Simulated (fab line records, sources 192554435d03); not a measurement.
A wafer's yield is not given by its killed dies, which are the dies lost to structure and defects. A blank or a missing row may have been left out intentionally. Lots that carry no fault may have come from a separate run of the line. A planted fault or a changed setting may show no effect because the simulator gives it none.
Chamber matching :: flow n5-finfet :: N5_BEOL_M6_DESCUM_33 on rie-diel-05 has 4 sister chambers
The step chemistry O2, time 7 s. 22 wafers are shown with their chamber, then 11 later ones without.

WAFERS, EACH WITH ITS CHAMBER
wafer: L076.2
chamber: 0
showerhead-plenum-p-Torr (Torr): 2.17
drypump-motor-current-A (A): 5.8
throttle-valve-pct (%): 20.51

wafer: L076.3
chamber: 1
showerhead-plenum-p-Torr (Torr): 2.17
drypump-motor-current-A (A): 5.1
throttle-valve-pct (%): 20.80

wafer: L076.5
chamber: 1
showerhead-plenum-p-Torr (Torr): 2.17
drypump-motor-current-A (A): 5.1
throttle-valve-pct (%): 20.81

wafer: L079.2
chamber: 2
showerhead-plenum-p-Torr (Torr): 2.03
drypump-motor-current-A (A): 5.5
throttle-valve-pct (%): 20.05

wafer: L079.3
chamber: 0
showerhead-plenum-p-Torr (Torr): 2.17
drypump-motor-current-A (A): 5.8
throttle-valve-pct (%): 20.49

wafer: L079.6
chamber: 2
showerhead-plenum-p-Torr (Torr): 2.03
drypump-motor-current-A (A): 5.5
throttle-valve-pct (%): 20.03

wafer: L082.2
chamber: 1
showerhead-plenum-p-Torr (Torr): 2.17
drypump-motor-current-A (A): 5.1
throttle-valve-pct (%): 20.82

wafer: L082.3
chamber: 0
showerhead-plenum-p-Torr (Torr): 2.17
drypump-motor-current-A (A): 5.8
throttle-valve-pct (%): 20.49

wafer: L082.5
chamber: 1
showerhead-plenum-p-Torr (Torr): 2.17
drypump-motor-current-A (A): 5.2
throttle-valve-pct (%): 20.82

wafer: L084.1
chamber: 2
showerhead-plenum-p-Torr (Torr): 2.03
drypump-motor-current-A (A): 5.5
throttle-valve-pct (%): 20.05

wafer: L084.2
chamber: 1
showerhead-plenum-p-Torr (Torr): 2.16
drypump-motor-current-A (A): 5.1
throttle-valve-pct (%): 20.84

wafer: L084.4
chamber: 3
showerhead-plenum-p-Torr (Torr): 2.15
drypump-motor-current-A (A): 6.5
throttle-valve-pct (%): 20.70

wafer: L085.2
chamber: 1
showerhead-plenum-p-Torr (Torr): 2.16
drypump-motor-current-A (A): 5.2
throttle-valve-pct (%): 20.83

wafer: L085.3
chamber: 2
showerhead-plenum-p-Torr (Torr): 2.03
drypump-motor-current-A (A): 5.5
throttle-valve-pct (%): 20.07

wafer: L085.5
chamber: 2
showerhead-plenum-p-Torr (Torr): 2.03
drypump-motor-current-A (A): 5.5
throttle-valve-pct (%): 20.07

wafer: L086.1
chamber: 2
showerhead-plenum-p-Torr (Torr): 2.03
drypump-motor-current-A (A): 5.5
throttle-valve-pct (%): 20.07

wafer: L086.4
chamber: 3
showerhead-plenum-p-Torr (Torr): 2.15
drypump-motor-current-A (A): 6.5
throttle-valve-pct (%): 20.70

wafer: L086.6
chamber: 1
showerhead-plenum-p-Torr (Torr): 2.16
drypump-motor-current-A (A): 5.2
throttle-valve-pct (%): 20.83

wafer: L087.1
chamber: 3
showerhead-plenum-p-Torr (Torr): 2.15
drypump-motor-current-A (A): 6.5
throttle-valve-pct (%): 20.70

wafer: L087.4
chamber: 2
showerhead-plenum-p-Torr (Torr): 2.03
drypump-motor-current-A (A): 5.5
throttle-valve-pct (%): 20.06

wafer: L087.5
chamber: 1
showerhead-plenum-p-Torr (Torr): 2.16
drypump-motor-current-A (A): 5.2
throttle-valve-pct (%): 20.84

wafer: L088.2
chamber: 3
showerhead-plenum-p-Torr (Torr): 2.15
drypump-motor-current-A (A): 6.5
throttle-valve-pct (%): 20.70

SIGNATURES, as means of the wafers listed above
reading: showerhead-plenum-p-Torr
chamber 0: 2.1700
chamber 1: 2.1650
chamber 2: 2.0300
chamber 3: 2.1500
scatter within a chamber: 0.00333

reading: drypump-motor-current-A
chamber 0: 5.800
chamber 1: 5.150
chamber 2: 5.500
chamber 3: 6.500
scatter within a chamber: 0.0333

reading: throttle-valve-pct
chamber 0: 20.4967
chamber 1: 20.8238
chamber 2: 20.0571
chamber 3: 20.7000
scatter within a chamber: 0.0129
Rule: for a wafer and a chamber, the distance is found by dividing, reading by reading, the gap between the wafer's reading and the chamber's mean by the reading's scatter, squaring, summing and taking the root. If the next closest chamber is less than 2 further off than the closest, the wafer can't be placed; otherwise it belongs to the closest. How the scatter is found: for the shown wafers, subtract from each reading the mean of its chamber, square and add these, divide the total by (wafers less chambers), then take the root.

WAFERS WITH NO CHAMBER GIVEN
wafer: L088.5
showerhead-plenum-p-Torr (Torr): 2.15
drypump-motor-current-A (A): 6.5
throttle-valve-pct (%): 20.70

wafer: L088.6
showerhead-plenum-p-Torr (Torr): 2.16
drypump-motor-current-A (A): 5.2
throttle-valve-pct (%): 20.84

wafer: L091.1
showerhead-plenum-p-Torr (Torr): 2.16
drypump-motor-current-A (A): 5.7
throttle-valve-pct (%): 20.09

wafer: L091.3
showerhead-plenum-p-Torr (Torr): 2.14
drypump-motor-current-A (A): 6.5
throttle-valve-pct (%): 20.71

wafer: L091.5
showerhead-plenum-p-Torr (Torr): 2.16
drypump-motor-current-A (A): 5.8
throttle-valve-pct (%): 20.09

wafer: L093.1
showerhead-plenum-p-Torr (Torr): 2.02
drypump-motor-current-A (A): 5.5
throttle-valve-pct (%): 20.08

wafer: L093.4
showerhead-plenum-p-Torr (Torr): 2.16
drypump-motor-current-A (A): 5.1
throttle-valve-pct (%): 20.54

wafer: L093.5
showerhead-plenum-p-Torr (Torr): 2.16
drypump-motor-current-A (A): 5.8
throttle-valve-pct (%): 20.08

wafer: L097.1
showerhead-plenum-p-Torr (Torr): 2.16
drypump-motor-current-A (A): 5.8
throttle-valve-pct (%): 20.09

wafer: L097.3
showerhead-plenum-p-Torr (Torr): 2.15
drypump-motor-current-A (A): 5.1
throttle-valve-pct (%): 20.55

wafer: L097.5
showerhead-plenum-p-Torr (Torr): 2.16
drypump-motor-current-A (A): 5.8
throttle-valve-pct (%): 20.10

EACH ONE'S CHAMBER
wafer: L088.5
from the rows above: 3
in truth: 3

wafer: L088.6
from the rows above: 1
in truth: 1

wafer: L091.1
from the rows above: 0
in truth: 0

wafer: L091.3
from the rows above: 3
in truth: 3

wafer: L091.5
from the rows above: 0
in truth: 0

wafer: L093.1
from the rows above: 2
in truth: 2

wafer: L093.4
from the rows above: can't be placed: 0 or 1
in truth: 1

wafer: L093.5
from the rows above: 0
in truth: 0

wafer: L097.1
from the rows above: 0
in truth: 0

wafer: L097.3
from the rows above: can't be placed: 1 or 0
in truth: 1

wafer: L097.5
from the rows above: 0
in truth: 0
Placed correctly: 9 of 11. Not placeable from these rows: 2 (in 2, the candidates include the true chamber). Number placed wrongly: 0.
